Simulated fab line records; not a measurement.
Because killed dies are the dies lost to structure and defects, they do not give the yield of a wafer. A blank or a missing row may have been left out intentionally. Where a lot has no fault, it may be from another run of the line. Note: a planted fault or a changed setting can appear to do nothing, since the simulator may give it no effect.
fab line records -- flow n5Finfet
record lots=7, wafers=21
route steps=1938 shown BEOL_M7@1273 BEOL_M9@1405
startH: the number of hours between the record's first day and the start of the first shown wafer of the lot -- waitH: time in hours since the lot's previous step -- " repeats the value in the row above -- L1.1+2: one row covering several wafers at once -- - value missing, or start not given -- * or withheld: withheld -- < > ~ a bound
route shown NAME@n: NAME is a module with steps in the file, n the number in the route of the first one -- usual: mean and standard deviation over wafers with no fault -- same: alike in all rows -- chamber/n: place in a boat -- sites: per-site readings -- _std_site: how widely they spread, as a standard deviation -- _edge_site: inner sites' mean taken away from outer sites' mean -- radiusMm: how far each site lies from the wafer's centre -- mask NAME#n: copy n -- behind: tool/chamber where the wafer was last shaped -- hold: what put the lot on hold/how long, in hours/how the hold closed -- device: the n, p or np transistor that did not switch -- end of line: at the end of the route, the tests of the same wafers -- a step with no rows: only its recipe -- killed: the dies lost at the first sort to structure and to defects; this is not the yield of the wafer -- map: the dies of a wafer, with x for killed, . for not killed, _ for no die there
set.NAME: setting as actually run; set.NAME@STEP: the setting as run at that earlier step -- model.NAME: the simulator's own value behind a step, which no gauge read
lots run with intentionally changed settings; tables by step, rows by wafer
## steps
# step N5_BEOL_M7_EXPOSE_08
# recipe maskId=M7, na=1.35, sourceShape=dipole, sigmaInner=0.817, sigmaOuter=0.97, polarization=te, doseMj=68.25
lot.wafer,tool,chamber,startH,waitH,mask,set.doseMj
L078.3,arfiScanner-03,0,229.20,-,M7#0,68.25
L078.4+6,arfiScanner-03,0,229.20,-,M7#0,73.23
L085.2,arfiScanner-02,0,261.14,-,M7#0,68.25
L085.3+5,arfiScanner-02,0,261.14,-,M7#0,64.19
L084.1+3+5,arfiScanner-03,0,269.11,-,M7#0,68.25
L087.1+2+6,arfiScanner-03,0,292.65,-,M7#0,68.25
L091.1,arfiScanner-03,0,314.86,-,M7#0,68.25
L091.3+5,arfiScanner-03,0,314.86,-,M7#0,72.88
L096.1+4,arfiScanner-03,0,319.78,-,M7#0,68.25
L096.5,arfiScanner-03,0,319.78,-,M7#0,66.14
L097.1+2+4,arfiScanner-03,0,344.48,-,M7#0,68.25
# step N5_BEOL_M7_PEB_09
# recipe pebTempC=withheld, pebTimeS=60, resist=CAR-ArF
# step N5_BEOL_M7_DEVELOP_10
# recipe developTimeS=30, developer=TMAH, resist=CAR-ArF, rinseLiquid=diw, dry=airSpin, devTempC=23
# step N5_BEOL_M7_CD_MEAS_11
# recipe targetCdNm=38.5, landingEnergyEv=500, detector=seInlens, polarity=opening
# usual cdNm=38.2/0.64
lot.wafer,tool,chamber,startH,waitH,set.doseMj@BEOL_M7_EXPOSE_08,cdNm
L078.3,cdSem-02,0,229.32,-,68.25,38.3
L078.4,cdSem-02,0,229.32,-,73.23,42.4
L078.6,cdSem-02,0,229.32,-,73.23,42.2
L085.2,cdSem-01,0,261.26,-,68.25,38.5
L085.3,cdSem-01,0,261.26,-,64.19,34.0
L085.5,cdSem-01,0,261.26,-,64.19,35.1
L084.1,cdSem-02,0,269.24,-,68.25,38.8
L084.3,cdSem-02,0,269.24,-,68.25,39.5
L084.5,cdSem-02,0,269.24,-,68.25,39.0
L087.1,cdSem-02,0,292.77,-,68.25,38.6
L087.2,cdSem-02,0,292.77,-,68.25,38.5
L087.6,cdSem-02,0,292.77,-,68.25,38.0
L091.1,cdSem-01,0,314.98,-,68.25,38.7
L091.3,cdSem-01,0,314.98,-,72.88,42.3
L091.5,cdSem-01,0,314.98,-,72.88,42.9
L096.1,cdSem-02,0,319.90,-,68.25,37.8
L096.4,cdSem-02,0,319.90,-,68.25,37.7
L096.5,cdSem-02,0,319.90,-,66.14,35.7
L097.1,cdSem-01,0,344.61,-,68.25,37.0
L097.2,cdSem-01,0,344.61,-,68.25,37.6
L097.4,cdSem-01,0,344.61,-,68.25,37.6
# step N5_BEOL_M7_ETCH_61
# recipe chemistry=CF4, target=SiARC, targetDepthA=455, maskMaterial=CAR-ArF, timeS=75.8, ionEnergyEv=80, pressureMtorr=40, sourceW=545, biasW=36, Ar_flow_sccm=100, cf4FlowSccm=100, ends=cleared
# usual rfVppV=183.6/1.2
lot.wafer,tool,chamber,startH,waitH,set.sourceW,set.doseMj@BEOL_M7_EXPOSE_08,rfVppV,model.BEOL_M7.cdOffsetNm
L078.3,rieDiel-03,3,230.57,0.0,586.6,68.25,178.7,0.6
L078.4,rieDiel-03,1,230.57,0.0,545,73.23,181.9,3.8
L078.6,rieDiel-03,3,230.57,0.0,586.6,73.23,177.7,4.4
L085.2,rieDiel-02,3,261.38,0.0,545,68.25,182.5,0.4
L085.3,rieDiel-02,2,261.38,0.0,545,64.19,184.5,-4.2
L085.5,rieDiel-02,0,261.38,0.0,545,64.19,185.4,-3.4
L084.1,rieDiel-02,1,269.36,0.0,488.6,68.25,191.2,-0.4
L084.3,rieDiel-02,0,269.36,0.0,545,68.25,183.6,0.8
L084.5,rieDiel-02,2,269.36,0.0,488.6,68.25,190.4,0.4
L087.1,rieDiel-03,1,292.97,0.0,545,68.25,183.3,-0.2
L087.2,rieDiel-03,0,292.97,0.0,545,68.25,184.6,-0.6
L087.6,rieDiel-03,3,292.97,0.0,545,68.25,182.1,-0.6
L091.1,rieDiel-02,3,315.11,0.0,637.8,68.25,174.9,0.6
L091.3,rieDiel-02,0,315.11,0.0,637.8,72.88,173.2,4
L091.5,rieDiel-02,1,315.11,0.0,545,72.88,181.4,3.6
L096.1,rieDiel-01,1,320.03,0.0,545,68.25,182.5,-0.6
L096.4,rieDiel-01,3,320.03,0.0,545,68.25,182.2,-0.6
L096.5,rieDiel-01,3,320.03,0.0,545,66.14,182.6,-2.8
L097.1,rieDiel-03,1,344.73,0.0,545,68.25,182.7,-1
L097.2,rieDiel-03,2,344.73,0.0,545,68.25,183.1,-1
L097.4,rieDiel-03,3,344.73,0.0,508,68.25,188.0,-0.6
# step N5_BEOL_M7_ETCH_62
# recipe chemistry=N2/H2, target=SOC, targetDepthA=1100, overetchA=220, maskMaterial=SiARC, tempC=40, timeS=165, ionEnergyEv=200, pressureMtorr=30, sourceW=840, biasW=150, n2FlowSccm=200, h2FlowSccm=200
lot.wafer,tool,chamber,startH,waitH,set.doseMj@BEOL_M7_EXPOSE_08,model.BEOL_M7.cdOffsetNm
L078.3,rieDiel-03,3,230.63,0.0,68.25,0.2
L078.4,rieDiel-03,1,230.63,0.0,73.23,4.2
L078.6,rieDiel-03,3,230.63,0.0,73.23,4
L085.2,rieDiel-02,3,261.44,0.0,68.25,0.2
L085.3,rieDiel-02,2,261.44,0.0,64.19,-4.4
L085.5,rieDiel-02,0,261.44,0.0,64.19,-3.6
L084.1,rieDiel-02,1,269.42,0.0,68.25,-0.4
L084.3,rieDiel-02,0,269.42,0.0,68.25,0.6
L084.5,rieDiel-02,2,269.42,0.0,68.25,0
L087.1,rieDiel-03,1,293.03,0.0,68.25,-0.2
L087.2,rieDiel-03,0,293.03,0.0,68.25,-0.4
L087.6,rieDiel-03,3,293.03,0.0,68.25,-0.8
L091.1,rieDiel-02,3,315.16,0.0,68.25,0.2
L091.3,rieDiel-02,0,315.16,0.0,72.88,3.6
L091.5,rieDiel-02,1,315.16,0.0,72.88,3.4
L096.1+4,rieDiel-01,"1,3",320.08,0.0,68.25,-0.6
L096.5,rieDiel-01,3,320.08,0.0,66.14,-2.8
L097.1,rieDiel-03,1,344.79,0.0,68.25,-1
L097.2,rieDiel-03,2,344.79,0.0,68.25,-0.8
L097.4,rieDiel-03,3,344.79,0.0,68.25,-1.2
# step N5_BEOL_M7_STRIP_68
# recipe chemistry=N2/H2, tempC=40, n2FlowSccm=200, h2FlowSccm=200, rfFrequencyHz=6e+07
# step N5_BEOL_M7_STRIP_67
# recipe chemistry=CF4, resist=SiARC, powerW=300, biasPowerW=75, pressureMtorr=50, cf4FlowSccm=150, rfFrequencyHz=6e+07
# step N5_BEOL_M7_HM_OPEN_17
# recipe chemistry=Cl2/BCl3, targetDepthA=200, overetchA=60, target=TiN, maskMaterial=SOC, ionEnergyEv=150, pressureMtorr=10, icpW=1000, biasW=126, Cl2_flow_sccm=53.25, bcl3FlowSccm=21.75, Ar_flow_sccm=25
lot.wafer,tool,chamber,startH,waitH,set.doseMj@BEOL_M7_EXPOSE_08,model.BEOL_M7.cdOffsetNm
L078.3,rieMetal-03,0,230.85,0.1,68.25,0.2
L078.4,rieMetal-03,1,230.85,0.1,73.23,4.6
L078.6,rieMetal-03,0,230.85,0.1,73.23,3.8
L085.2,rieMetal-01,0,261.63,0.0,68.25,0.4
L085.3,rieMetal-01,0,261.63,0.0,64.19,-4.2
L085.5,rieMetal-01,1,261.63,0.0,64.19,-3.8
L084.1,rieMetal-02,0,269.61,0.0,68.25,-0.6
L084.3,rieMetal-02,0,269.61,0.0,68.25,0.6
L084.5,rieMetal-02,0,269.61,0.0,68.25,0
L087.1+2,rieMetal-03,"0,1",293.21,0.0,68.25,-0.2
L087.6,rieMetal-03,1,293.21,0.0,68.25,-0.6
L091.1,rieMetal-02,1,315.35,0.0,68.25,0.4
L091.3,rieMetal-02,1,315.35,0.0,72.88,3.6
L091.5,rieMetal-02,0,315.35,0.0,72.88,3.4
L096.1,rieMetal-02,1,320.27,0.0,68.25,-0.6
L096.4,rieMetal-02,1,320.27,0.0,68.25,-0.4
L096.5,rieMetal-02,1,320.27,0.0,66.14,-2.8
L097.1,rieMetal-01,1,344.97,0.0,68.25,-1.2
L097.2,rieMetal-01,1,344.97,0.0,68.25,-1
L097.4,rieMetal-01,1,344.97,0.0,68.25,-1.4
# step N5_BEOL_M7_STRIP_19
# recipe chemistry=O2, powerW=400, tempC=40, pressureMtorr=30, rfFrequencyHz=6e+07, biasPowerW=0, overashFraction=0.2, o2FlowSccm=225
# step N5_BEOL_M7_CD_MEAS_18
# recipe pitchNm=80, targetCdNm=40
# usual cdNm=39.6/0.78
lot.wafer,tool,chamber,startH,waitH,set.doseMj@BEOL_M7_EXPOSE_08,cdNm
L078.3,cdSem-03,-,231.01,0.1,68.25,40.7
L078.4,cdSem-03,-,231.01,0.1,73.23,44.7
L078.6,cdSem-03,-,231.01,0.1,73.23,43.5
L085.2,cdSem-03,-,261.81,0.1,68.25,40.5
L085.3,cdSem-03,-,261.81,0.1,64.19,36.0
L085.5,cdSem-03,-,261.81,0.1,64.19,36.4
L084.1,cdSem-02,-,269.95,0.0,68.25,39.5
L084.3,cdSem-02,-,269.95,0.0,68.25,40.4
L084.5,cdSem-02,-,269.95,0.0,68.25,40.1
L087.1,cdSem-01,-,293.46,0.0,68.25,39.6
L087.2,cdSem-01,-,293.46,0.0,68.25,40.0
L087.6,cdSem-01,-,293.46,0.0,68.25,39.1
L091.1,cdSem-01,-,315.57,0.0,68.25,40.3
L091.3,cdSem-01,-,315.57,0.0,72.88,43.8
L091.5,cdSem-01,-,315.57,0.0,72.88,43.7
L096.1,cdSem-01,-,320.46,0.0,68.25,39.7
L096.4,cdSem-01,-,320.46,0.0,68.25,39.3
L096.5,cdSem-01,-,320.46,0.0,66.14,37.2
L097.1,cdSem-01,-,345.25,0.1,68.25,39.0
L097.2,cdSem-01,-,345.25,0.1,68.25,38.9
L097.4,cdSem-01,-,345.25,0.1,68.25,38.8
# step N5_BEOL_M7_DESCUM_33
# recipe chemistry=O2, timeS=7, sourcePowerW=50, biasPowerW=20, pressureMtorr=20, rfFrequencyHz=2.712e+07, tempC=40, resist=CAR-EUV, o2FlowSccm=225
lot.wafer,tool,chamber,startH,waitH,set.timeS,model.CAR-EUV_of_BEOL_M7_COAT_22.thkNm
L078.3+6,rieDiel-03,"3,0",232.50,0.0,7,26.2
L078.4,rieDiel-03,1,232.50,0.0,6.561,26.4
L085.2+3,rieDiel-02,"2,1",262.68,0.3,7,26.2
L085.5,rieDiel-02,3,262.68,0.3,7,26
L084.1,rieDiel-02,0,271.79,0.0,6.38,26.4
L084.3,rieDiel-02,2,271.79,0.0,7,26.2
L084.5,rieDiel-02,1,271.79,0.0,7,26
L087.1,rieDiel-03,2,295.82,0.3,7,25.8
L087.2+6,rieDiel-03,1,295.82,0.3,7,26
L091.1+5,rieDiel-01,2,317.07,0.0,7,26
L091.3,rieDiel-01,0,317.07,0.0,6.481,26.2
L096.1+4,rieDiel-01,"2,1",323.32,0.6,6.192,26.6
L096.5,rieDiel-01,3,323.32,0.6,7,26
L097.1,rieDiel-03,2,347.46,0.2,8.341,25.4
L097.2+4,rieDiel-03,"3,1",347.46,0.2,7,26.2
# step N5_BEOL_M7_ETCH_72
# recipe chemistry=N2/H2, target=underlayer, targetDepthA=65, maskMaterial=CAR-EUV, timeS=5.2, ionEnergyEv=200, pressureMtorr=30, sourceW=840, biasW=150, n2FlowSccm=200, h2FlowSccm=200, ends=cleared
lot.wafer,tool,chamber,startH,waitH,set.timeS@BEOL_M7_DESCUM_33,model.CAR-EUV_of_BEOL_M7_COAT_22.thkNm
L078.3+6,rieDiel-03,"3,0",232.54,0.0,7,20.4
L078.4,rieDiel-03,1,232.54,0.0,6.561,20.6
L085.2+3+5,rieDiel-02,"2,1,3",262.71,0.0,7,20.4
L084.1,rieDiel-02,0,271.83,0.0,6.38,20.6
L084.3,rieDiel-02,2,271.83,0.0,7,20.4
L084.5,rieDiel-02,1,271.83,0.0,7,20.2
L087.1+2+6,rieDiel-03,"2,1,1",295.85,0.0,7,20.2
L091.1+5,rieDiel-01,2,317.10,0.0,7,20.4
L091.3,rieDiel-01,0,317.10,0.0,6.481,20.6
L096.1,rieDiel-01,2,323.35,0.0,6.192,20.8
L096.4,rieDiel-01,1,323.35,0.0,6.192,21
L096.5,rieDiel-01,3,323.35,0.0,7,20.2
L097.1,rieDiel-03,2,347.49,0.0,8.341,19.8
L097.2+4,rieDiel-03,"3,1",347.49,0.0,7,20.4
# step N5_BEOL_M7_ETCH_65
# recipe chemistry=CF4, target=SiARC, targetDepthA=156, maskMaterial=CAR-EUV, timeS=26, ionEnergyEv=80, pressureMtorr=40, sourceW=545, biasW=36, Ar_flow_sccm=100, cf4FlowSccm=100, ends=cleared
lot.wafer,tool,chamber,startH,waitH,set.timeS@BEOL_M7_DESCUM_33,model.CAR-EUV_of_BEOL_M7_COAT_22.thkNm
L078.3+6,rieDiel-03,"3,0",232.56,0.0,7,11.2
L078.4,rieDiel-03,1,232.56,0.0,6.561,11.4
L085.2+3+5,rieDiel-02,"2,1,3",262.73,0.0,7,11.2
L084.1,rieDiel-02,0,271.84,0.0,6.38,11.4
L084.3,rieDiel-02,2,271.84,0.0,7,11.2
L084.5,rieDiel-02,1,271.84,0.0,7,11
L087.1+2+6,rieDiel-03,"2,1,1",295.87,0.0,7,11
L091.1+5,rieDiel-01,2,317.12,0.0,7,11.2
L091.3,rieDiel-01,0,317.12,0.0,6.481,11.4
L096.1+4,rieDiel-01,"2,1",323.37,0.0,6.192,11.6
L096.5,rieDiel-01,3,323.37,0.0,7,11
L097.1,rieDiel-03,2,347.51,0.0,8.341,10.4
L097.2,rieDiel-03,3,347.51,0.0,7,11
L097.4,rieDiel-03,1,347.51,0.0,7,11.2
# step N5_BEOL_M7_TRENCH_ETCH_37
# recipe chemistry=C4F6/O2, targetDepthA=934.78, target=SiCOH_lowk, timeS=31.2, ionEnergyEv=250, pressureMtorr=30, sourceW=345, biasW=185, Ar_flow_sccm=300, C4F6_flow_sccm=10, O2_flow_sccm=10
# usual rfVppV=663/16
lot.wafer,tool,chamber,startH,waitH,set.biasW,rfVppV
L078.3,rieDiel-03,3,-,-,185,637
L078.4,rieDiel-03,1,-,-,213.6,735
L078.6,rieDiel-03,0,-,-,213.6,755
L085.2,rieDiel-02,2,-,-,185,661
L085.3,rieDiel-02,1,-,-,185,652
L085.5,rieDiel-02,3,-,-,169.2,628
L084.1,rieDiel-02,0,-,-,185,671
L084.3,rieDiel-02,2,-,-,185,661
L084.5,rieDiel-02,1,-,-,185,652
L087.1,rieDiel-03,2,-,-,185,651
L087.2,rieDiel-03,1,-,-,185,657
L087.6,rieDiel-03,1,-,-,185,653
L091.1,rieDiel-01,2,-,-,169.8,622
L091.3,rieDiel-01,0,-,-,185,682
L091.5,rieDiel-01,2,-,-,169.8,622
L096.1,rieDiel-01,2,-,-,152.3,570
L096.4,rieDiel-01,1,-,-,185,692
L096.5,rieDiel-01,3,-,-,185,645
L097.1,rieDiel-03,2,-,-,215,732
L097.2,rieDiel-03,3,-,-,185,637
L097.4,rieDiel-03,1,-,-,215,738
# step N5_BEOL_M7_ETCH_41
# recipe chemistry=CH3F/O2, target=SiCN, targetDepthA=319, taperDeg=2, timeS=57.8, ionEnergyEv=120, maskMaterial=TiN, pressureMtorr=30, sourceW=395, biasW=75, Ar_flow_sccm=150, CH3F_flow_sccm=30, O2_flow_sccm=20
# step N5_BEOL_M7_STRIP_80
# recipe chemistry=N2/H2, timeS=10, powerW=450, tempC=40, pressureMtorr=20, rfFrequencyHz=6e+07, biasPowerW=7, n2FlowSccm=200, h2FlowSccm=200
# step N5_BEOL_M7_PRECLEAN_42
# recipe chemistry=residueRemover, timeS=60, tempC=40
# step N5_BEOL_M7_SRD_43
# recipe timeS=30, tempC=23, rinseLiquid=diw, dry=ipaMarangoni
# step N5_BEOL_M7_CD_MEAS_35
# recipe targetCdNm=40, polarity=opening
# usual cdNm=39.7/0.79
lot.wafer,tool,chamber,startH,waitH,set.doseMj@BEOL_M7_EXPOSE_08,cdNm
L078.3,cdSem-02,-,233.10,0.0,68.25,40.2
L078.4,cdSem-02,-,233.10,0.0,73.23,44.5
L078.6,cdSem-02,-,233.10,0.0,73.23,44.0
L085.2,cdSem-01,-,263.26,0.0,68.25,40.3
L085.3,cdSem-01,-,263.26,0.0,64.19,35.9
L085.5,cdSem-01,-,263.26,0.0,64.19,36.6
L084.1,cdSem-03,-,272.38,0.0,68.25,39.9
L084.3,cdSem-03,-,272.38,0.0,68.25,40.4
L084.5,cdSem-03,-,272.38,0.0,68.25,40.0
L087.1,cdSem-01,-,296.40,0.0,68.25,39.8
L087.2,cdSem-01,-,296.40,0.0,68.25,40.1
L087.6,cdSem-01,-,296.40,0.0,68.25,39.3
L091.1,cdSem-03,-,317.75,0.0,68.25,40.2
L091.3,cdSem-03,-,317.75,0.0,72.88,44.1
L091.5,cdSem-03,-,317.75,0.0,72.88,43.4
L096.1,cdSem-02,-,323.90,0.0,68.25,39.4
L096.4,cdSem-02,-,323.90,0.0,68.25,40.0
L096.5,cdSem-02,-,323.90,0.0,66.14,37.2
L097.1,cdSem-01,-,348.04,0.0,68.25,38.8
L097.2,cdSem-01,-,348.04,0.0,68.25,39.0
L097.4,cdSem-01,-,348.04,0.0,68.25,38.8
# step N5_BEOL_M9_HM_DEP_02
# recipe material=TiN, targetThkA=200, tempC=25, chamberPressurePa=0.49996
lot.wafer,tool,chamber,startH,waitH,set.targetThkA,model.TiN_of_BEOL_M9_HM_DEP_02.thkNm
L078.3,pvdSputter-03,-,249.06,4.0,221,22
L078.4,pvdSputter-03,-,249.06,4.0,200,19.8
L078.6,pvdSputter-03,-,249.06,4.0,200,20.2
L085.2+5,pvdSputter-03,-,278.52,0.3,222.5,22
L085.3,pvdSputter-03,-,278.52,0.3,200,19.8
L084.1,pvdSputter-03,-,285.32,0.4,200,20
L084.3,pvdSputter-03,-,285.32,0.4,190.7,19
L084.5,pvdSputter-03,-,285.32,0.4,190.7,19.2
L087.1+2,pvdSputter-01,-,311.45,2.3,200,20
L087.6,pvdSputter-01,-,311.45,2.3,200,20.2
L091.1,pvdSputter-02,-,330.28,0.0,200,20.2
L091.3,pvdSputter-02,-,330.28,0.0,212.7,21.8
L091.5,pvdSputter-02,-,330.28,0.0,212.7,21.6
L096.1+4,pvdSputter-03,-,339.73,1.8,190.6,19.2
L096.5,pvdSputter-03,-,339.73,1.8,190.6,18.6
L097.1+2,pvdSputter-02,-,361.73,0.9,200,20.2
L097.4,pvdSputter-02,-,361.73,0.9,200,19.8
# step N5_BEOL_M9_COAT_59
# recipe resist=SOC, tempC=250, timeS=60, spinRpm=1500, resistThkNm=100
# step N5_BEOL_M9_COAT_60
# recipe resist=SiARC, tempC=220, timeS=60, spinRpm=1500, resistThkNm=30
# step N5_BEOL_M9_STRIP_68
# recipe chemistry=N2/H2, tempC=40, n2FlowSccm=200, h2FlowSccm=200, rfFrequencyHz=6e+07
# step N5_BEOL_M9_STRIP_67
# recipe chemistry=CF4, resist=SiARC, powerW=300, biasPowerW=75, pressureMtorr=50, cf4FlowSccm=150, rfFrequencyHz=6e+07
# step N5_BEOL_M9_HM_OPEN_17
# recipe chemistry=Cl2/BCl3, targetDepthA=200, overetchA=60, target=TiN, maskMaterial=SOC, ionEnergyEv=150, pressureMtorr=10, icpW=1000, biasW=126, Cl2_flow_sccm=53.25, bcl3FlowSccm=21.75, Ar_flow_sccm=25
lot.wafer,tool,chamber,startH,waitH,set.targetThkA@BEOL_M9_HM_DEP_02,model.etch.depthNm
L078.3,rieMetal-03,1,250.11,0.1,221,22.06
L078.4,rieMetal-03,0,250.11,0.1,200,19.8
L078.6,rieMetal-03,0,250.11,0.1,200,20.12
L085.2,rieMetal-01,1,279.37,0.0,222.5,22.06
L085.3,rieMetal-01,0,279.37,0.0,200,19.86
L085.5,rieMetal-01,1,279.37,0.0,222.5,22.09
L084.1,rieMetal-01,0,286.33,0.0,200,20.07
L084.3,rieMetal-01,0,286.33,0.0,190.7,19.09
L084.5,rieMetal-01,1,286.33,0.0,190.7,19.15
L087.1+2,rieMetal-03,"1,0",312.46,0.0,200,19.97
L087.6,rieMetal-03,0,312.46,0.0,200,20.19
L091.1,rieMetal-03,1,331.14,0.0,200,20.17
L091.3,rieMetal-03,0,331.14,0.0,212.7,21.71
L091.5,rieMetal-03,0,331.14,0.0,212.7,21.61
L096.1,rieMetal-02,1,340.69,0.0,190.6,19.14
L096.4,rieMetal-02,1,340.69,0.0,190.6,19.16
L096.5,rieMetal-02,0,340.69,0.0,190.6,18.64
L097.1,rieMetal-01,1,362.59,0.0,200,20.11
L097.2,rieMetal-01,0,362.59,0.0,200,20.17
L097.4,rieMetal-01,1,362.59,0.0,200,19.83
# step N5_BEOL_M9_COAT_22
# recipe resist=CAR-EUV, spinRpm=1500, resistThkNm=30
lot.wafer,tool,chamber,startH,waitH,set.spinRpm,model.CAR-EUV_of_BEOL_M9_COAT_22.thkNm
L078.3+6,lithoTrack-04,0,-,-,1500,30
L078.4,lithoTrack-04,0,-,-,1367,31.4
L085.2+3+5,lithoTrack-03,0,-,-,1500,30
L084.1+3+5,lithoTrack-03,0,-,-,1500,30
L087.1+2+6,lithoTrack-03,0,-,-,1500,30
L091.1+3,lithoTrack-02,0,-,-,1500,30
L091.5,lithoTrack-02,0,-,-,1593,29.2
L096.1+4+5,lithoTrack-04,0,-,-,1500,30.2
L097.1,lithoTrack-04,0,-,-,1500,30
L097.2,lithoTrack-04,0,-,-,1457,30.4
L097.4,lithoTrack-04,0,-,-,1457,30.6
# step N5_BEOL_M9_EBR_24
# recipe solvent=PGMEA, ebrWidthMm=1.5
# step N5_BEOL_M9_SOFTBAKE_23
# recipe tempC=110, timeS=60, resist=CAR-EUV
# step N5_BEOL_M9_EXPOSE_25
# recipe maskId=V8, na=0.33, sourceShape=annular, sigmaInner=0.4, sigmaOuter=0.8, polarization=unpolarized, doseMj=37.25
# step N5_BEOL_M9_PEB_26
# recipe pebTempC=100, pebTimeS=60, resist=CAR-EUV
# step N5_BEOL_M9_DEVELOP_27
# recipe developTimeS=30, developer=TMAH, resist=CAR-EUV, rinseLiquid=surfactantRinse, dry=airSpin, devTempC=23
lot.wafer,tool,chamber,startH,waitH,set.spinRpm@BEOL_M9_COAT_22,model.CAR-EUV_of_BEOL_M9_COAT_22.thkNm
L078.3+6,lithoTrack-04,0,-,-,1500,29.4
L078.4,lithoTrack-04,0,-,-,1367,30.8
L085.2+3+5,lithoTrack-03,0,-,-,1500,29.6
L084.1+3+5,lithoTrack-02,0,-,-,1500,29.6
L087.1+2+6,lithoTrack-02,0,-,-,1500,29.6
L091.1+3,lithoTrack-02,0,-,-,1500,29.6
L091.5,lithoTrack-02,0,-,-,1593,28.6
L096.1+5,lithoTrack-03,0,-,-,1500,29.6
L096.4,lithoTrack-03,0,-,-,1500,29.8
L097.1,lithoTrack-03,0,-,-,1500,29.6
L097.2+4,lithoTrack-03,0,-,-,1457,30
# step N5_BEOL_M9_DESCUM_33
# recipe chemistry=O2, timeS=7, sourcePowerW=50, biasPowerW=20, pressureMtorr=20, rfFrequencyHz=2.712e+07, tempC=40, resist=CAR-EUV, o2FlowSccm=225
lot.wafer,tool,chamber,startH,waitH,set.spinRpm@BEOL_M9_COAT_22,model.CAR-EUV_of_BEOL_M9_COAT_22.thkNm
L078.3,rieDiel-01,2,251.07,0.0,1500,26
L078.4,rieDiel-01,3,251.07,0.0,1367,27.2
L078.6,rieDiel-01,3,251.07,0.0,1500,25.8
L085.2+3+5,rieDiel-01,"3,1,3",280.76,0.0,1500,26
L084.1,rieDiel-01,1,288.51,0.3,1500,26.2
L084.3+5,rieDiel-01,"2,0",288.51,0.3,1500,26
L087.1+2+6,rieDiel-01,"1,2,3",313.76,0.0,1500,26
L091.1,rieDiel-03,0,332.03,0.0,1500,26.2
L091.3,rieDiel-03,1,332.03,0.0,1500,26
L091.5,rieDiel-03,1,332.03,0.0,1593,25.2
L096.1+4+5,rieDiel-02,"2,0,2",343.34,0.0,1500,26.2
L097.1,rieDiel-03,3,364.23,0.0,1500,26.2
L097.2,rieDiel-03,2,364.23,0.0,1457,26.4
L097.4,rieDiel-03,0,364.23,0.0,1457,26.6
## key
split step=N5_BEOL_M7_EXPOSE_08, setting=doseMj, stated=68.25, by=wafer
response step=N5_BEOL_M7_CD_MEAS_11, reading=cdNm, change=+0.588, per=1%, r=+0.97
response step=N5_BEOL_M7_ETCH_61, reading=model.BEOL_M7.cdOffsetNm, change=+0.548, per=1%, r=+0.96
response step=N5_BEOL_M7_ETCH_62, reading=model.BEOL_M7.cdOffsetNm, change=+0.573, per=1%, r=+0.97
response step=N5_BEOL_M7_HM_OPEN_17, reading=model.BEOL_M7.cdOffsetNm, change=+0.579, per=1%, r=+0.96
response step=N5_BEOL_M7_CD_MEAS_18, reading=cdNm, change=+0.557, per=1%, r=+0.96
response step=N5_BEOL_M7_CD_MEAS_35, reading=cdNm, change=+0.589, per=1%, r=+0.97
split step=N5_BEOL_M7_ETCH_61, setting=sourceW, stated=545, by=wafer
response step=N5_BEOL_M7_ETCH_61, reading=rfVppV, change=-0.524, per=1%, r=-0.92
split step=N5_BEOL_M7_DESCUM_33, setting=timeS, stated=7, by=wafer
response step=N5_BEOL_M7_DESCUM_33, reading=model.CAR-EUV_of_BEOL_M7_COAT_22.thkNm, change=-0.0411, per=1%, r=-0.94
response step=N5_BEOL_M7_ETCH_72, reading=model.CAR-EUV_of_BEOL_M7_COAT_22.thkNm, change=-0.0371, per=1%, r=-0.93
response step=N5_BEOL_M7_ETCH_65, reading=model.CAR-EUV_of_BEOL_M7_COAT_22.thkNm, change=-0.0382, per=1%, r=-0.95
split step=N5_BEOL_M7_TRENCH_ETCH_37, setting=biasW, stated=185, by=wafer
response step=N5_BEOL_M7_TRENCH_ETCH_37, reading=rfVppV, change=+6.02, per=1%, r=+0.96
split step=N5_BEOL_M9_HM_DEP_02, setting=targetThkA, stated=200, by=wafer
response step=N5_BEOL_M9_HM_DEP_02, reading=model.TiN_of_BEOL_M9_HM_DEP_02.thkNm, change=+0.199, per=1%, r=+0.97
response step=N5_BEOL_M9_HM_OPEN_17, reading=model.etch.depthNm, change=+0.203, per=1%, r=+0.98
split step=N5_BEOL_M9_COAT_22, setting=spinRpm, stated=1500, by=wafer
response step=N5_BEOL_M9_COAT_22, reading=model.CAR-EUV_of_BEOL_M9_COAT_22.thkNm, change=-0.15, per=1%, r=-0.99
response step=N5_BEOL_M9_DEVELOP_27, reading=model.CAR-EUV_of_BEOL_M9_COAT_22.thkNm, change=-0.158, per=1%, r=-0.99
response step=N5_BEOL_M9_DESCUM_33, reading=model.CAR-EUV_of_BEOL_M9_COAT_22.thkNm, change=-0.143, per=1%, r=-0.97
